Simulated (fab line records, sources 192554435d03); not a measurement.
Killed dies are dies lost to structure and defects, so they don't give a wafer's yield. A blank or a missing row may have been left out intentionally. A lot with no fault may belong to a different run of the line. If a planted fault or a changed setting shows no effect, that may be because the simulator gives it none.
Matching of chambers | flow n5_finfet | N5_BEOL_M10_DEP_56 on pecvd-04 has 3 sister chambers
The step deposits SiCN from 3MS/NH3, target thk 15 nm, time 26.5 s. 6 wafers are shown with their chamber, then 11 later ones without.

## WAFERS PAIRED WITH THEIR CHAMBERS
wafer  | chamber | showerhead_plenum_p_Torr (Torr) | throttle_valve_pct (%)
L086.2 | 0       | 3.672                           | 9.0
L086.3 | 1       | 3.663                           | 9.0
L088.1 | 2       | 3.658                           | 9.1
L088.4 | 1       | 3.662                           | 9.1
L088.5 | 2       | 3.650                           | 9.4
L089.3 | 0       | 3.673                           | 9.1

## WAFERS WITHOUT THEIR CHAMBER
wafer  | showerhead_plenum_p_Torr (Torr) | throttle_valve_pct (%)
L089.5 | 3.664                           | 8.4
L089.6 | 3.667                           | 9.1
L092.2 | 3.654                           | 9.2
L092.3 | 3.667                           | 9.1
L092.4 | 3.675                           | 8.8
L095.2 | 3.670                           | 8.7
L095.3 | 3.661                           | 8.6
L095.4 | 3.669                           | 9.1
L096.3 | 3.668                           | 9.4
L096.5 | 3.676                           | 8.9
L096.6 | 3.659                           | 9.2

## THE CHAMBER EACH PASSED THROUGH
wafer  | from the rows above          | in truth
L089.5 | can't be placed: 1 or 0      | 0
L089.6 | can't be placed: 1 or 0      | 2
L092.2 | 2                            | 2
L092.3 | can't be placed: 1 or 0      | 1
L092.4 | 0                            | 0
L095.2 | can't be placed: 0 or 1      | 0
L095.3 | can't be placed: 1 or 0 or 2 | 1
L095.4 | can't be placed: 0 or 1      | 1
L096.3 | can't be placed: 0 or 1 or 2 | 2
L096.5 | 0                            | 0
L096.6 | can't be placed: 1 or 2      | 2
Correct placement for 3 of the 11. Not placeable from these rows: 8 (in 7, the candidates include the true chamber). Wrongly placed: 0.
How it was worked out, from the rows above alone: a wafer's distance from a chamber is the root of the sum, over the readings, of the square of ((its reading less the chamber's mean) divided by the reading's scatter). If the next closest chamber is less than 2 further off than the closest, the wafer can't be placed; otherwise it belongs to the closest. For every chamber, the mean is computed from those of its wafers that are shown. The scatter: take each reading less its chamber's mean, square it, sum over the shown wafers, divide by the number of wafers less the number of chambers, and take the root.
